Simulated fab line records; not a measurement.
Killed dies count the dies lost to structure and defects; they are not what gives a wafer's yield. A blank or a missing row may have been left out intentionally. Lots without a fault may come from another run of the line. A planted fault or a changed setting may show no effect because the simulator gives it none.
Matching of chambers + flow n5-finfet + 4 sister chambers for N5_BEOL_M3_ETCH_70 on rie-diel-04
The step etches SOC in N2/H2, target depth 80 nm, overetch 16 nm, time 120 s. 8 wafers are shown with their chamber, then 9 later ones without.

== WAFERS, EACH WITH ITS CHAMBER ==
| wafer  | chamber | throttle-valve-pct (%) | showerhead-plenum-p-Torr (Torr) |
|--------|---------|------------------------|---------------------------------|
| L078.4 | 2       | 17.86                  | 2.60                            |
| L083.2 | 1       | 18.06                  | 2.51                            |
| L087.2 | 3       | 17.25                  | 2.47                            |
| L087.5 | 2       | 17.89                  | 2.59                            |
| L087.6 | 1       | 18.08                  | 2.51                            |
| L090.1 | 0       | 17.95                  | 2.49                            |
| L090.5 | 3       | 17.26                  | 2.47                            |
| L090.6 | 0       | 17.94                  | 2.49                            |

== WAFERS WITHOUT THEIR CHAMBER ==
| wafer  | throttle-valve-pct (%) | showerhead-plenum-p-Torr (Torr) |
|--------|------------------------|---------------------------------|
| L092.1 | 18.10                  | 2.51                            |
| L092.3 | 17.26                  | 2.47                            |
| L092.4 | 17.97                  | 2.49                            |
| L095.3 | 17.90                  | 2.58                            |
| L095.4 | 18.10                  | 2.50                            |
| L095.6 | 18.10                  | 2.50                            |
| L096.1 | 18.11                  | 2.50                            |
| L096.5 | 17.30                  | 2.47                            |
| L096.6 | 17.91                  | 2.58                            |

== WHICH CHAMBER EACH WENT THROUGH ==
| wafer  | from the rows above | in truth |
|--------|---------------------|----------|
| L092.1 | 1                   | 1        |
| L092.3 | 3                   | 3        |
| L092.4 | 0                   | 0        |
| L095.3 | 2                   | 2        |
| L095.4 | 1                   | 1        |
| L095.6 | 1                   | 1        |
| L096.1 | 1                   | 1        |
| L096.5 | 3                   | 3        |
| L096.6 | 2                   | 2        |
9 of 9 placed correctly. Not placeable from these rows: 0. Wrongly placed: 0.
How it was worked out, from the rows above alone: a wafer's distance from a chamber is the root of the sum, over the readings, of the square of ((its reading less the chamber's mean) divided by the reading's scatter). If the next closest chamber is less than 2 further off than the closest, the wafer can't be placed; otherwise it belongs to the closest. For every chamber, the mean is computed from those of its wafers that are shown. The scatter is the square root of a quotient: the sum, over the shown wafers, of each reading's squared deviation from its chamber's mean, divided by wafers minus chambers.
